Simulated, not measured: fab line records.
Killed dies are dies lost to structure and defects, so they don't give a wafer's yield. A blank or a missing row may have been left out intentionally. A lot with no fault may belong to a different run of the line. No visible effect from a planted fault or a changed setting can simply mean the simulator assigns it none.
Lot-split experiment || flow n5 finfet || 21 wafers read across 7 lots, on a route 1938 steps long

## ABOUT THE SPLIT
At N5_BEOL_M8_DESCUM_16 (chemistry O2, time 7.9 s), the setting time s was moved away from the recipe's 7.9 s on 11 of the 21 wafers read, by -19.6% to +17.1%. All remaining wafers had this setting at the recipe value.

No step appears in the file between the split and the reading.

## THE READING
CAR-ArF_of_BEOL_M8_COAT_05.thk nm (the simulator's own value, which no gauge read), in nm, at N5_BEOL_M8_ETCH_61 (etches SiARC in CF4, target depth 45.5 nm, time 75.8 s). The file gives no usual value for it. The 10 wafers here that ran the recipe average 50.9 nm, standard deviation 0.16 nm.

{"wafer": "L074.2", "tool, chamber at the split": "rie diel-05, 2,3", "time s as run, s": 6.747, "against the recipe": "-14.6%", "CAR-ArF_of_BEOL_M8_COAT_05.thk nm, nm": 51.8, "against lot-mates on the recipe": "+0.6"}
{"wafer": "L074.5", "tool, chamber at the split": "rie diel-05, 2,3", "time s as run, s": 6.747, "against the recipe": "-14.6%", "CAR-ArF_of_BEOL_M8_COAT_05.thk nm, nm": 51.8, "against lot-mates on the recipe": "+0.6"}
{"wafer": "L074.3", "tool, chamber at the split": "rie diel-05, 3", "time s as run, s": 7.9, "against the recipe": "recipe", "CAR-ArF_of_BEOL_M8_COAT_05.thk nm, nm": 51.2, "against lot-mates on the recipe": "-"}
{"wafer": "L083.2", "tool, chamber at the split": "rie diel-06, 0", "time s as run, s": 9.253, "against the recipe": "+17.1%", "CAR-ArF_of_BEOL_M8_COAT_05.thk nm, nm": 50.2, "against lot-mates on the recipe": -0.8}
{"wafer": "L083.6", "tool, chamber at the split": "rie diel-06, 0", "time s as run, s": 9.253, "against the recipe": "+17.1%", "CAR-ArF_of_BEOL_M8_COAT_05.thk nm, nm": 50.2, "against lot-mates on the recipe": -0.8}
{"wafer": "L083.4", "tool, chamber at the split": "rie diel-06, 1", "time s as run, s": 7.9, "against the recipe": "recipe", "CAR-ArF_of_BEOL_M8_COAT_05.thk nm, nm": 51, "against lot-mates on the recipe": "-"}
{"wafer": "L082.2", "tool, chamber at the split": "rie diel-01, 1,3", "time s as run, s": 7.9, "against the recipe": "recipe", "CAR-ArF_of_BEOL_M8_COAT_05.thk nm, nm": 51, "against lot-mates on the recipe": "-"}
{"wafer": "L082.6", "tool, chamber at the split": "rie diel-01, 1,3", "time s as run, s": 7.9, "against the recipe": "recipe", "CAR-ArF_of_BEOL_M8_COAT_05.thk nm, nm": 51, "against lot-mates on the recipe": "-"}
{"wafer": "L082.4", "tool, chamber at the split": "rie diel-01, 3", "time s as run, s": 6.354, "against the recipe": "-19.6%", "CAR-ArF_of_BEOL_M8_COAT_05.thk nm, nm": 51.6, "against lot-mates on the recipe": "+0.6"}
{"wafer": "L089.3", "tool, chamber at the split": "rie diel-06, 0,2", "time s as run, s": 7.9, "against the recipe": "recipe", "CAR-ArF_of_BEOL_M8_COAT_05.thk nm, nm": 50.8, "against lot-mates on the recipe": "-"}
{"wafer": "L089.4", "tool, chamber at the split": "rie diel-06, 3", "time s as run, s": 7.9, "against the recipe": "recipe", "CAR-ArF_of_BEOL_M8_COAT_05.thk nm, nm": 50.8, "against lot-mates on the recipe": "-"}
{"wafer": "L089.5", "tool, chamber at the split": "rie diel-06, 0,2", "time s as run, s": 7.9, "against the recipe": "recipe", "CAR-ArF_of_BEOL_M8_COAT_05.thk nm, nm": 50.8, "against lot-mates on the recipe": "-"}
{"wafer": "L087.2", "tool, chamber at the split": "rie diel-06, 1,3", "time s as run, s": 6.846, "against the recipe": "-13.3%", "CAR-ArF_of_BEOL_M8_COAT_05.thk nm, nm": 51.6, "against lot-mates on the recipe": "+0.8"}
{"wafer": "L087.6", "tool, chamber at the split": "rie diel-06, 1,3", "time s as run, s": 6.846, "against the recipe": "-13.3%", "CAR-ArF_of_BEOL_M8_COAT_05.thk nm, nm": 51.6, "against lot-mates on the recipe": "+0.8"}
{"wafer": "L087.5", "tool, chamber at the split": "rie diel-06, 2", "time s as run, s": 7.9, "against the recipe": "recipe", "CAR-ArF_of_BEOL_M8_COAT_05.thk nm, nm": 50.8, "against lot-mates on the recipe": "-"}
{"wafer": "L091.2", "tool, chamber at the split": "rie diel-01, 1", "time s as run, s": 7.9, "against the recipe": "recipe", "CAR-ArF_of_BEOL_M8_COAT_05.thk nm, nm": 51.2, "against lot-mates on the recipe": "-"}
{"wafer": "L091.3", "tool, chamber at the split": "rie diel-01, 0,1", "time s as run, s": 9.252, "against the recipe": "+17.1%", "CAR-ArF_of_BEOL_M8_COAT_05.thk nm, nm": 50.4, "against lot-mates on the recipe": -0.8}
{"wafer": "L091.4", "tool, chamber at the split": "rie diel-01, 0,1", "time s as run, s": 9.252, "against the recipe": "+17.1%", "CAR-ArF_of_BEOL_M8_COAT_05.thk nm, nm": 50.2, "against lot-mates on the recipe": -1.0}
{"wafer": "L095.1", "tool, chamber at the split": "rie diel-05, 2,1", "time s as run, s": 6.825, "against the recipe": "-13.6%", "CAR-ArF_of_BEOL_M8_COAT_05.thk nm, nm": 51.6, "against lot-mates on the recipe": "+0.8"}
{"wafer": "L095.6", "tool, chamber at the split": "rie diel-05, 2,1", "time s as run, s": 6.825, "against the recipe": "-13.6%", "CAR-ArF_of_BEOL_M8_COAT_05.thk nm, nm": 51.6, "against lot-mates on the recipe": "+0.8"}
{"wafer": "L095.5", "tool, chamber at the split": "rie diel-05, 0", "time s as run, s": 7.9, "against the recipe": "recipe", "CAR-ArF_of_BEOL_M8_COAT_05.thk nm, nm": 50.8, "against lot-mates on the recipe": "-"}
When a row names more than one chamber, that row covers several wafers, and the file does not tell which wafer ran in which chamber.

THE FIT
A straight line over all 21 wafers: CAR-ArF_of_BEOL_M8_COAT_05.thk nm changes by -0.0442 nm for each +1% of time s; r = -0.96; the points scatter about the line by 0.15 nm.
The same after taking each lot's own level away (the mean of its wafers on the recipe; 21 wafers): -0.0483 nm for each +1%; r = -0.98; scatter 0.12 nm.
According to that fit, moving time s by its largest amount changes the reading by 0.94 nm.
The span of the lots' own levels, 50.80 to 51.20 nm, comes to 2.6 times the standard deviation stated above.
So the lot-to-lot level changes the slope little: the two slopes agree.
Check: +1.01 nm against its lot-mates is what the line predicts for one of the wafers moved furthest among these (-19.6%) when that wafer is left out of the fit. Against them it came out at +0.6 nm.

## THE OTHER SPLITS THESE WAFERS WENT THROUGH
Note: prior to the reading, these wafers also went through further splits. Each is held against what the fit with the lots' levels taken away leaves over:
{"other split on the same wafers": "N5_BEOL_M6_COAT_22 spin rpm", "wafers away from the commonest value": 8, "r with CAR-ArF_of_BEOL_M8_COAT_05.thk nm (lot level and that fit taken away)": "+0.08"}
{"other split on the same wafers": "N5_BEOL_M7_DESCUM_33 time s", "wafers away from the commonest value": 10, "r with CAR-ArF_of_BEOL_M8_COAT_05.thk nm (lot level and that fit taken away)": -0.59}
{"other split on the same wafers": "N5_BEOL_M7_VIA_ETCH_34 bias w", "wafers away from the commonest value": 7, "r with CAR-ArF_of_BEOL_M8_COAT_05.thk nm (lot level and that fit taken away)": -0.02}

## THE WHOLE CHAIN: every reading that the file lists as answering this split, in the file's order
{"step": "N5_BEOL_M8_DESCUM_16", "what it does": "chemistry O2, time 7.9 s", "reading": "CAR-ArF_of_BEOL_M8_COAT_05.thk nm (the simulator's own value, which no gauge read)", "change (the file's fit)": "-0.0438 nm for each +1% of the setting", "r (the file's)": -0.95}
{"step": "N5_BEOL_M8_ETCH_61", "what it does": "etches SiARC in CF4, target depth 45.5 nm, time 75.8 s", "reading": "CAR-ArF_of_BEOL_M8_COAT_05.thk nm (the simulator's own value, which no gauge read)", "change (the file's fit)": "-0.046 nm for each +1% of the setting", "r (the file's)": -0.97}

## THE FILE'S OWN FIT
CAR-ArF_of_BEOL_M8_COAT_05.thk nm changes by -0.046 nm for each +1% of time s, r = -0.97.
